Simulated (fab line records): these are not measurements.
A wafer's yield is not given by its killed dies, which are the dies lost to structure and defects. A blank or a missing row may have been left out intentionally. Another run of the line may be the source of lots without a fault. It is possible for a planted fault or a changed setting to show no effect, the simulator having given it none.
fab line records	flow nand-harc
[record] lots = 7	wafers = 21	last-day = 33
route steps=1302 shown A_CHANNEL_FILL_D2@613 END@1302
lots untouched by any fault: they come from a run of this same line in which no faults occurred
start-h: start of the lot's first displayed wafer, in hours after the record's first day	wait-h: hours from the lot's prior step to this one	" as in the row above	L1.1+2: a single row standing in for several wafers	- no value present, or no start provided	* or withheld: withheld	< > ~ a bound
route shown NAME@n: a module of which the file shows steps, and the number in the route of the first	usual: mean/standard deviation of fault-free wafers	same: alike in all rows	chamber/n: place in a boat	sites: readings site by site	_std_site: how widely they spread, as a standard deviation	_edge_site: outer sites' mean less inner sites'	radius-mm: for every site, how far away it sits from the centre of the wafer	mask NAME#n: copy n	behind: the last tool/chamber to shape the wafer	hold: the reason the lot was held/the length of the hold in hours/how it ended	device: the transistor (n, p or np) that didn't switch	end of line: the route-end tests of the same wafers	a step given without rows: its recipe and nothing more	killed: not the wafer's yield, but the dies lost to structure and defects at the first sort	map: a wafer's dies, marking killed ones x, the rest . and places with no die _
set.NAME: the setting as run; set.NAME@STEP: as run at that earlier step	model.NAME: the simulator's own value behind a step, which no gauge read
certain route steps with their lots: each step a table, each wafer a row
services: from which hour (start-h, from the record's first day; less than 0 if before it) a tool's chamber was out of use, for how many hours, and why
[[steps]]
[step NHARC_A_CHANNEL_FILL_D2_ALD_03]
[recipe] target-thk-a = 60	pulse-time-s = 60	ald-cycles = 58	temp-c = 630	pressure-torr = 2	material = SiNx
[usual] precursor-pulse-height-rel = 0.999/0.02
lot.wafer	tool	chamber	start-h	wait-h	precursor-pulse-height-rel
L580.2	ald-sin-batch-03	0	-	-	0.980
L580.3	"	0	"	"	0.974
L580.5	"	0	"	"	1.015
L593.3	ald-sin-batch-01	0	-	-	1.037
L593.5	"	0	"	"	1.008
L593.6	"	0	"	"	0.982
L594.1	ald-sin-batch-01	0	-	-	0.978
L594.4	"	0	"	"	1.014
L594.5	"	0	"	"	0.985
L595.1	ald-sin-batch-01	0	-	-	1.036
L595.4	"	0	"	"	0.943
L595.5	"	0	"	"	1.010
L596.2	ald-sin-batch-01	0	-	-	0.967
L596.4	"	0	"	"	1.005
L596.6	"	0	"	"	1.008
L602.1	ald-sin-batch-02	0	-	-	1.006
L602.2	"	0	"	"	0.975
L602.6	"	0	"	"	1.010
L601.2	ald-sin-batch-03	0	-	-	1.012
L601.4	"	0	"	"	0.984
L601.6	"	0	"	"	1.020
[step NHARC_A_CHANNEL_FILL_D2_ALD_14]
[recipe] target-thk-a = 25	pulse-time-s = 10	ald-cycles = 25	temp-c = 300	material = SiO2
[usual] heater-power-outer-w = 269/31	heater-power-w = 479/50	precursor-pulse-height-rel = 0.999/0.021
lot.wafer	tool	chamber	start-h	wait-h	heater-power-outer-w	heater-power-w	precursor-pulse-height-rel
L580.2	ald-hk-04	2	306.10	2.0	276	462	0.993
L580.3	"	3	"	"	270	480	1.027
L580.5	"	2	"	"	284	459	1.011
L595.1	ald-hk-02	1	449.88	0.0	230	417	0.986
L595.4	"	2	"	"	259	462	0.987
L595.5	"	1	"	"	232	425	1.009
L594.4	ald-hk-04	3	449.96	0.1	268	457	1.011
L594.1	"	0	"	"	266	466	1.021
L594.5	"	2	"	"	277	439	1.010
L593.3	ald-hk-04	1	450.18	0.3	311	543	1.032
L593.6	"	3	"	"	272	471	1.012
L593.5	"	0	"	"	260	473	1.010
L596.4	ald-hk-01	0	468.18	0.1	304	566	0.982
L596.2	"	3	"	"	210	370	1.019
L596.6	"	0	"	"	309	550	1.019
L602.2	ald-hk-04	2	520.07	0.8	277	449	0.996
L602.1	"	3	"	"	272	471	1.015
L602.6	"	0	"	"	271	459	1.038
L601.2	ald-hk-01	2	523.75	1.4	310	530	1.039
L601.4	"	0	"	"	306	544	1.041
L601.6	"	3	"	"	191	365	0.971
[step NHARC_A_CHANNEL_FILL_D2_ALD_15]
[recipe] target-thk-a = 20	pulse-time-s = 60	ald-cycles = 19	temp-c = 630	pressure-torr = 2	material = SiNx
[step NHARC_A_CHANNEL_FILL_D2_ALD_16]
[recipe] target-thk-a = 15	pulse-time-s = 10	ald-cycles = 15	temp-c = 300	material = SiO2
[usual] heater-power-outer-w = 264/28	heater-power-w = 474/46	precursor-pulse-height-rel = 1.001/0.019
lot.wafer	tool	chamber	start-h	wait-h	heater-power-outer-w	heater-power-w	precursor-pulse-height-rel
L580.3	ald-hk-02	3	311.23	0.0	284	531	1.021
L580.2	"	2	"	"	248	468	1.010
L580.5	"	3	"	"	274	543	1.003
L595.4	ald-hk-02	2	455.07	0.0	254	455	1.026
L595.1	"	0	"	"	269	452	1.002
L595.5	"	2	"	"	253	467	1.016
L594.1	ald-hk-01	0	455.10	0.1	309	539	0.963
L594.4	"	1	"	"	240	488	0.975
L594.5	"	3	"	"	207	381	0.985
L593.3	ald-hk-04	2	455.13	0.1	278	449	1.016
L593.6	"	0	"	"	266	475	1.007
L593.5	"	1	"	"	316	544	1.004
L596.2	ald-hk-02	1	473.41	0.1	226	425	1.011
L596.4	"	3	"	"	263	505	1.016
L596.6	"	0	"	"	277	451	1.006
L602.1	ald-hk-02	1	525.17	0.1	227	424	1.018
L602.2	"	2	"	"	254	480	1.015
L602.6	"	1	"	"	232	423	1.016
L601.2	ald-hk-02	2	530.62	0.5	251	471	1.012
L601.4	"	3	"	"	260	498	1.005
L601.6	"	1	"	"	233	428	1.005
[step NHARC_A_CHANNEL_FILL_D2_ANNEAL_17]
[recipe] temp-c = 850	time-s = 1800
[step NHARC_A_CHANNEL_FILL_D2_CVD_18]
[recipe] target-thk-a = 30	temp-c = 550	material = poly-Si
[step NHARC_A_CHANNEL_FILL_D2_ETCHBACK_19]
[recipe] target-depth-a = 50	time-s = 1.7	hbr-flow-sccm = 150	cl2-flow-sccm = 50	rf-w = 400	icp-w = 400	bias-w = 100	chemistry = HBr/Cl2
[usual] drypump-motor-current-A = 5.7/0.41	he-backside-leak-sccm = 2.60/0.19	oes-product-au = 1.000/0.0075	throttle-valve-pct = 26.406/0.0095
lot.wafer	tool	chamber	start-h	wait-h	drypump-motor-current-A	he-backside-leak-sccm	oes-product-au	rf-hours-counter-h	throttle-valve-pct
L580.2	rie-si-03	1	326.11	0.4	5.1	2.74	0.992	0.62	26.394
L580.3	"	3	"	"	5.3	2.32	0.998	0.77	26.402
L580.5	"	1	"	"	5.1	2.74	0.995	-	26.389
L594.4	rie-si-03	2	466.50	0.4	6.5	2.35	1.001	0.34	26.419
L594.1	"	3	"	"	5.3	2.44	0.995	0.37	26.388
L594.5	"	3	"	"	5.3	2.41	1.004	-	26.402
L595.4	rie-si-01	1	466.51	0.4	5.9	2.72	1.010	0.62	26.397
L595.1	"	3	"	"	6.4	2.80	1.000	0.51	26.385
L595.5	"	0	"	"	5.5	2.86	0.999	-	26.402
L593.3	rie-si-05	3	466.54	0.4	5.8	2.64	1.002	0.92	26.389
L593.6	"	0	"	"	5.5	2.61	0.995	-	26.404
L593.5	"	1	"	"	5.3	2.38	1.013	-	26.411
L596.4	rie-si-01	2	485.43	0.4	6.1	2.44	0.995	0.65	26.408
L596.2	"	1	"	"	5.9	2.44	0.999	0.72	26.420
L596.6	"	2	"	"	6.2	2.44	0.992	-	26.415
L602.2	rie-si-01	0	536.62	0.4	5.5	3.17	0.998	0.97	26.406
L602.1	"	1	"	"	5.9	2.35	0.998	1.00	26.400
L602.6	"	0	"	"	5.5	3.14	1.000	-	26.399
L601.2	rie-si-05	1	545.13	0.4	5.3	2.40	0.999	0.37	26.400
L601.4	"	2	"	"	6.0	2.54	1.004	0.34	26.396
L601.6	"	0	"	"	5.6	2.55	0.996	-	26.404
[step NHARC_A_CHANNEL_FILL_D2_ETCHBACK_20]
[recipe] target-depth-a = 270	time-s = 13.5	c4f8-flow-sccm = withheld	o2-flow-sccm = 8	ar-flow-sccm = withheld	rf-w = 600	bias-w = 1500	chemistry = C4F8/O2/Ar
[step NHARC_A_CHANNEL_FILL_D2_STRIP_28]
[recipe] time-s = 20	o2-flow-sccm = 500	ar-flow-sccm = 0	bias-w = 0	chemistry = O2
[usual] drypump-motor-current-A = 5.9/0.56	oes-product-au = 0.998/0.0083	rf-vpp-V = 57.8/0.87	showerhead-plenum-p-Torr = 3.55/0.15	throttle-valve-pct = 17.036/0.0093
lot.wafer	tool	chamber	start-h	wait-h	drypump-motor-current-A	oes-product-au	rf-hours-counter-h	rf-vpp-V	showerhead-plenum-p-Torr	throttle-valve-pct
L580.3	rie-diel-02	1	326.35	0.1	6.8	0.991	2	58.0	3.70	17.029
L580.2	"	2	"	"	5.2	0.995	2	57.3	3.41	17.032
L580.5	"	0	"	"	6.0	0.988	-	58.3	3.61	17.049
L594.4	rie-diel-10	0	466.72	0.1	6.2	1.009	1	56.3	3.48	17.034
L594.1	"	2	"	"	6.2	0.988	1	59.7	3.79	17.034
L594.5	"	0	"	"	6.2	1.002	-	58.5	3.48	17.033
L593.3	rie-diel-13	3	466.73	0.1	5.3	0.998	17	56.8	3.54	17.061
L593.5	"	3	"	"	5.4	0.994	-	57.3	3.54	17.037
L593.6	"	0	"	"	5.7	0.984	-	55.5	3.49	17.025
L595.1	rie-diel-02	0	466.74	0.1	6.0	1.011	2	58.4	3.61	17.039
L595.4	"	2	"	"	5.2	1.003	2	57.1	3.41	17.034
L595.5	"	0	"	"	6.0	0.996	-	59.6	3.61	17.034
L596.2	rie-diel-02	2	485.67	0.1	5.2	1.003	2	57.5	3.41	17.020
L596.4	"	3	"	"	5.6	1.001	3	57.5	3.34	17.029
L596.6	"	0	"	"	6.0	0.996	-	58.5	3.61	17.028
L602.2	rie-diel-13	3	536.83	0.1	5.4	1.002	0	57.9	3.53	17.030
L602.1	"	1	"	"	5.4	1.002	0	58.2	3.44	17.043
L602.6	"	2	"	"	6.0	0.995	-	57.2	3.63	17.052
L601.4	rie-diel-10	0	545.33	0.1	6.2	0.996	3	58.3	3.48	17.026
L601.2	"	1	"	"	5.0	1.006	3	58.5	3.74	17.023
L601.6	"	3	"	"	6.7	1.000	-	57.4	3.38	17.032
[step NHARC_A_CHANNEL_FILL_D2_PRECLEAN_21]
[recipe] time-s = 30	chemistry = dHF
[step NHARC_A_CHANNEL_FILL_D2_SRD_23]
[step NHARC_A_CHANNEL_FILL_D2_CVD_05]
[recipe] target-thk-a = 50	temp-c = 550	material = poly-Si
[step NHARC_A_CHANNEL_FILL_D2_ANNEAL_22]
[recipe] temp-c = 620	time-s = 7200
[usual] spike-tc-bottom-C = 640.2/2.2	spike-tc-centre-C = 620.3/1	spike-tc-lower-C = 619.5/1.2	spike-tc-top-C = 637.3/1.2	spike-tc-upper-C = 619.6/1.5	tube-center-temp-C = 620/0.058	tube_center_temp_C_max = 621.61/0.26	zone-power-bottom-pct = 15.23/0.26	zone-power-top-pct = 18.2/0.51
lot.wafer	tool	chamber	start-h	wait-h	spike-tc-bottom-C	spike-tc-centre-C	spike-tc-lower-C	spike-tc-top-C	spike-tc-upper-C	tube-center-temp-C	tube_center_temp_C_max	zone-power-bottom-pct	zone-power-top-pct
L580.2	furnace-01	0	334.13	3.4	640.4	619.2	619.7	635.7	619.2	620.05	621.54	15.68	18.4
L580.3	"	0	"	"	641.8	620.8	620.3	635.8	619.0	620.03	621.48	15.36	18.6
L580.5	"	0	"	"	641.5	620.3	622.6	635.8	620.9	620	621.66	15.37	18.4
L593.3	furnace-06	0	474.45	3.2	665.8	648.3	644.3	663.6	649.0	647.69	649.26	16.43	19.0
L593.5	"	0	"	"	665.6	647.0	646.3	662.2	648.5	647.58	649.10	16.60	18.8
L593.6	"	0	"	"	666.0	648.1	647.6	662.2	648.9	647.52	648.92	16.58	18.6
L594.1	furnace-06	0	474.45	3.2	666.3	647.6	646.6	663.6	649.2	647.55	649.21	16.56	19.2
L594.4	"	0	"	"	664.3	648.3	644.9	663.4	648.3	647.45	649.12	16.31	18.8
L594.5	"	0	"	"	666.0	647.2	646.7	663.5	648.5	647.51	649.15	16.70	18.8
L595.1	furnace-06	0	474.45	3.2	665.7	646.4	645.3	664.5	648.3	647.56	649.37	16.49	18.8
L595.4	"	0	"	"	665.1	649.6	645.7	662.9	646.7	647.61	649.04	16.89	18.9
L595.5	"	0	"	"	664.0	646.8	647.7	663.3	648.3	647.63	649.00	16.39	19.0
L596.2	furnace-01	0	493.43	3.4	642.3	621.4	621.2	637.6	619.5	620.03	622.23	15.18	18.4
L596.4	"	0	"	"	642.4	619.8	620.1	637.8	619.1	619.97	621.50	15.46	18.3
L596.6	"	0	"	"	641.8	620.3	620.6	635.8	619.3	619.9	621.15	15.73	18.4
L602.1	furnace-06	0	546.01	2.9	638.2	620.5	619.7	636.5	620.6	620.04	621.61	15.41	17.9
L602.2	"	0	"	"	638.9	620.2	619.2	637.6	620.3	619.88	621.48	15.16	17.6
L602.6	"	0	"	"	637.0	619.5	619.7	637.6	620.4	620.05	621.53	15.55	17.6
L601.2	furnace-02	0	553.02	3.5	642.7	622.0	619.9	638.3	616.9	620.04	621.45	14.88	18.8
L601.4	"	0	"	"	642.1	620.8	620.1	639.8	617.4	620	621.36	15.25	18.7
L601.6	"	0	"	"	642.3	619.7	619.0	637.9	617.3	620.08	621.59	14.91	18.8
[step NHARC_A_CHANNEL_FILL_D2_THK_MEAS_06]
[recipe] thk-meas-gauge = ellipsometry
[usual] thk-nm = 4.9/0.97
lot.wafer	tool	chamber	start-h	wait-h	thk-nm
L580.2	film-metro-01	-	338.15	0.4	4.5
L580.3	"	-	"	"	6.1
L580.5	"	-	"	"	4.5
L595.1	film-metro-02	-	478.45	0.4	5.2
L595.4	"	-	"	"	4.7
L595.5	"	-	"	"	6.4
L593.3	film-metro-01	-	478.45	0.4	6.5
L593.5	"	-	"	"	5.8
L593.6	"	-	"	"	5.9
L594.1	film-metro-01	-	478.46	0.4	5.2
L594.4	"	-	"	"	4.8
L594.5	"	-	"	"	5.5
L596.2	film-metro-01	-	497.41	0.4	3.9
L596.4	"	-	"	"	3.9
L596.6	"	-	"	"	5.2
L602.1	film-metro-01	-	550.01	0.4	5.4
L602.2	"	-	"	"	5.3
L602.6	"	-	"	"	4.9
L601.2	film-metro-02	-	557.05	0.4	5.4
L601.4	"	-	"	"	4.9
L601.6	"	-	"	"	6.8
[step NHARC_END_SORT_01]
[recipe] temp-c = 25
[usual] killed-at-array = 54/20	killed-at-other = 0.9/1.1	killed-at-periphery = 3.8/2.4	killed-dies = 58/20	killed-open = 3.5/1.9	killed-short = 2.5/1.6
[same] gross-dies = 677
lot.wafer	tool	chamber	start-h	wait-h	killed-at-array	killed-at-other	killed-at-periphery	killed-dies	killed-open	killed-short
L594.1	prober-01	0	697.96	2.5	98	1	3	102	1	4
L594.4	prober-01	0	700.33	3.4	79	1	4	84	3	2
L594.5	prober-01	0	701.13	3.7	73	1	0	74	3	1
L593.3	prober-02	0	699.64	3.1	61	0	6	67	4	3
L593.5	prober-02	0	701.24	3.7	53	0	5	58	4	2
L593.6	prober-02	0	702.04	4.0	52	1	9	62	4	3
L595.1	prober-01	0	705.72	2.5	26	2	2	30	3	5
L595.4	prober-01	0	708.16	3.4	22	0	1	23	4	3
L595.5	prober-01	0	708.97	3.8	19	0	2	21	4	3
L596.2	prober-02	0	712.92	2.8	28	1	5	34	3	4
L596.4	prober-02	0	714.51	3.4	63	0	4	67	2	4
L596.6	prober-02	0	716.11	4.0	52	0	7	59	5	1
L601.2	prober-01	0	771.47	2.8	43	1	5	49	3	0
L601.4	prober-01	0	773.05	3.4	47	2	7	56	3	4
L601.6	prober-01	0	774.63	3.9	54	1	6	61	5	3
L602.1	prober-01	0	780.01	2.5	64	1	2	67	6	2
L602.2	prober-01	0	780.83	2.8	35	1	2	38	2	1
L602.6	prober-01	0	784.09	4.1	70	0	1	71	8	2
// killed by level:class
L594.1 A_CHANNEL_HOLE_D1:chamber-film-flake=37 A_SLIT:chamber-film-flake=27 A_CHANNEL_HOLE_D2:chamber-film-flake=16 A_STAIRCASE:chamber-film-flake=5 A_CONTACT:chamber-film-flake=4 A_M0:chamber-film-flake=2 A_CHANNEL_HOLE_D1:geometric-particle:open=1 A_CHANNEL_FILL_D1:geometric-particle:short=1
L593.3 A_CHANNEL_HOLE_D1:chamber-film-flake=37 A_CHANNEL_HOLE_D2:chamber-film-flake=6 A_STAIRCASE:chamber-film-flake=5 A_CONTACT:chamber-film-flake=3 A_CHANNEL_FILL_D1:geometric-particle:short=2 P_GATE:chamber-film-flake=2 A_SLIT:chamber-film-flake=2 P_M0:geometric-particle:open=1
L594.4 A_SLIT:chamber-film-flake=29 A_CHANNEL_HOLE_D1:chamber-film-flake=22 A_CHANNEL_HOLE_D2:chamber-film-flake=11 A_STAIRCASE:chamber-film-flake=4 A_CONTACT:chamber-film-flake=4 P_ZERO_WELL:chamber-film-flake=2 A_WL_FILL:chamber-film-flake=2 P_STI:geometric-particle:open=1
L594.5 A_CHANNEL_HOLE_D1:chamber-film-flake=26 A_CHANNEL_HOLE_D2:chamber-film-flake=23 A_SLIT:chamber-film-flake=13 A_STAIRCASE:chamber-film-flake=3 A_CONTACT:chamber-film-flake=3 A_CHANNEL_FILL_D1:geometric-particle:open=1 A_CHANNEL_HOLE_D1:geometric-particle:open=1 A_WL_FILL:geometric-particle:open=1
L593.5 A_CHANNEL_HOLE_D1:chamber-film-flake=29 A_CHANNEL_HOLE_D2:chamber-film-flake=7 A_SLIT:chamber-film-flake=5 A_STAIRCASE:chamber-film-flake=3 P_M1:chamber-film-flake=2 A_WL_FILL:chamber-film-flake=2 A_CONTACT:chamber-film-flake=2 P_CONTACT:geometric-particle:open=1
L593.6 A_CHANNEL_HOLE_D1:chamber-film-flake=26 A_CHANNEL_HOLE_D2:chamber-film-flake=15 P_STI:chamber-film-flake=3 A_WL_FILL:geometric-particle:short=2 P_GATE:chamber-film-flake=2 P_CONTACT:chamber-film-flake=2 A_SLIT:chamber-film-flake=2 A_CONTACT:chamber-film-flake=2
L595.1 A_CHANNEL_HOLE_D1:chamber-film-flake=11 A_WL_FILL:geometric-particle:short=2 P_GATE:chamber-film-flake=2 A_SLIT:chamber-film-flake=2 A_CONTACT:chamber-film-flake=2 THIN_TSV:chamber-film-flake=2 A_CHANNEL_HOLE_D1:geometric-particle:open=1 A_DECK1_JOINT:geometric-particle:short=1
L595.4 A_CONTACT:chamber-film-flake=5 A_CHANNEL_HOLE_D1:chamber-film-flake=3 A_CHANNEL_HOLE_D2:chamber-film-flake=2 A_STAIRCASE:chamber-film-flake=2 A_ONON_D1:geometric-particle:short=1 A_CHANNEL_FILL_D2:geometric-particle:short=1 A_CHANNEL_FILL_D2:geometric-particle:open=1 A_SGD_CUT:geometric-particle:open=1
L595.5 A_CHANNEL_HOLE_D1:chamber-film-flake=4 A_SLIT:chamber-film-flake=4 A_CONTACT:chamber-film-flake=3 A_ONON_D2:geometric-particle:open=2 P_CONTACT:geometric-particle:short=1 A_SOURCE_PLATE:geometric-particle:short=1 A_ONON_D1:geometric-particle:short=1 A_DECK1_JOINT:geometric-particle:open=1
L596.2 A_SLIT:chamber-film-flake=9 A_CONTACT:chamber-film-flake=8 A_CHANNEL_HOLE_D1:chamber-film-flake=4 P_CONTACT:geometric-particle:open=1 P_CONTACT:geometric-particle:short=1 P_M0:geometric-particle:open=1 P_M0:geometric-particle:short=1 A_CHANNEL_FILL_D2:geometric-particle:short=1
L596.4 A_SLIT:chamber-film-flake=30 A_CHANNEL_HOLE_D1:chamber-film-flake=12 A_CONTACT:chamber-film-flake=9 P_M2:chamber-film-flake=3 A_ZERO_WELL:chamber-film-flake=3 A_STAIRCASE:chamber-film-flake=2 P_CONTACT:geometric-particle:short=1 A_SOURCE_PLATE:geometric-particle:open=1
L596.6 A_SLIT:chamber-film-flake=31 A_CHANNEL_HOLE_D1:chamber-film-flake=7 A_CONTACT:chamber-film-flake=3 A_ONON_D2:geometric-particle:open=3 P_CONTACT:chamber-film-flake=2 P_M2:chamber-film-flake=2 A_STAIRCASE:chamber-film-flake=2 A_M0:chamber-film-flake=2
L601.2 A_CHANNEL_HOLE_D2:chamber-film-flake=26 A_CHANNEL_HOLE_D1:chamber-film-flake=9 A_SLIT:chamber-film-flake=4 P_ZERO_WELL:chamber-film-flake=3 A_STAIRCASE:chamber-film-flake=2 P_STI:geometric-particle:open=1 A_SOURCE_PLATE:geometric-particle:open=1 A_CHANNEL_FILL_D2:geometric-particle:open=1
L601.4 A_CHANNEL_HOLE_D2:chamber-film-flake=23 A_CHANNEL_HOLE_D1:chamber-film-flake=8 P_GATE:chamber-film-flake=4 A_SLIT:chamber-film-flake=3 A_CONTACT:chamber-film-flake=3 A_CHANNEL_FILL_D2:geometric-particle:short=2 A_ZERO_WELL:chamber-film-flake=2 THIN_TSV:chamber-film-flake=2
L601.6 A_CHANNEL_HOLE_D2:chamber-film-flake=25 A_CHANNEL_HOLE_D1:chamber-film-flake=12 A_SLIT:chamber-film-flake=4 P_M0:chamber-film-flake=2 A_WL_FILL:chamber-film-flake=2 P_M1:geometric-particle:open=1 A_CHANNEL_HOLE_D1:geometric-particle:short=1 A_DECK1_JOINT:geometric-particle:open=1
L602.1 A_SLIT:chamber-film-flake=35 A_STAIRCASE:chamber-film-flake=9 A_CONTACT:chamber-film-flake=6 A_CHANNEL_HOLE_D1:chamber-film-flake=3 A_ONON_D1:geometric-particle:open=2 P_GATE:geometric-particle:open=1 P_CONTACT:geometric-particle:open=1 A_CHANNEL_HOLE_D2:geometric-particle:short=1
L602.2 A_SLIT:chamber-film-flake=13 A_STAIRCASE:chamber-film-flake=12 A_CHANNEL_FILL_D2:chamber-film-flake=2 A_CONTACT:chamber-film-flake=2 P_M1:geometric-particle:open=1 A_M0:geometric-particle:open=1 A_M1:geometric-particle:short=1 P_ZERO_WELL:chamber-film-flake=1
L602.6 A_SLIT:chamber-film-flake=42 A_STAIRCASE:chamber-film-flake=7 A_CONTACT:chamber-film-flake=5 A_CHANNEL_HOLE_D1:chamber-film-flake=4 A_BLC:geometric-particle:open=2 A_CHANNEL_HOLE_D2:chamber-film-flake=2 P_M1:geometric-particle:open=1 A_CHANNEL_FILL_D1:geometric-particle:open=1
[[services]]
tool	chamber	start-h	hours	kind
rie-diel-02	-	283.87	1.1	repair
rie-si-05	1	287.87	8.9	repair
ald-hk-01	-	296.00	10.0	pm
rie-diel-10	-	304.11	0.2	repair
rie-si-05	-	305.00	9.0	pm
rie-diel-02	1	305.71	5.7	repair
rie-si-03	2	317.61	9.1	repair
rie-diel-13	-	325.45	23.9	repair
rie-diel-10	1	326.78	2.7	repair
rie-si-01	3	357.56	7.6	repair
rie-diel-02	0	361.51	8.9	repair
rie-si-01	-	361.63	0.3	repair
rie-si-01	-	370.00	9.0	pm
rie-diel-02	-	393.70	9.0	pm
ald-hk-01	-	394.51	1.7	repair
furnace-06	-	419.84	8.5	repair
rie-diel-02	2	460.26	5.7	repair
rie-si-01	0	470.58	5.3	repair
ald-hk-01	-	474.00	10.0	pm
rie-diel-02	1	481.16	4.5	repair
rie-diel-02	1	486.66	5.5	repair
ald-sin-batch-01	-	506.00	26.0	pm
ald-hk-02	-	541.81	0.9	repair
rie-si-01	-	547.00	9.0	pm
[[key]]
[first-sign] step = NHARC_A_CHANNEL_FILL_D2_ANNEAL_22	reading = tube-center-temp-C	direction = up	sigmas = 99+	usual = *	struck = *
[effect] step = NHARC_A_CHANNEL_FILL_D2_ANNEAL_22	reading = tube_center_temp_C_max	direction = up	sigmas = 99+	usual = *	struck = *
met-at NHARC_A_CHANNEL_FILL_D2_ANNEAL_22
struck-wafers L593.3,L593.5,L593.6,L594.1,L594.4,L594.5,L595.1,L595.4,L595.5
tester-left-out L593,L594,L595
[fault] kind = process-parameter-drift	tool = furnace-06	chamber = -	onset-h = 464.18	steps = NHARC_A_CHANNEL_FILL_D2_ANNEAL_22	channel = temp-c	offset = *	shape = step	end-h = 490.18	acts-in = *	stated = *
// tester-left-out: of these lots the tester's yield and bins aren't shown, on N5 and GAA mostly nor the transistor test; their killed dies are dies lost to structure and defects alone, not to doping, threshold or leakage, so they don't give the yield
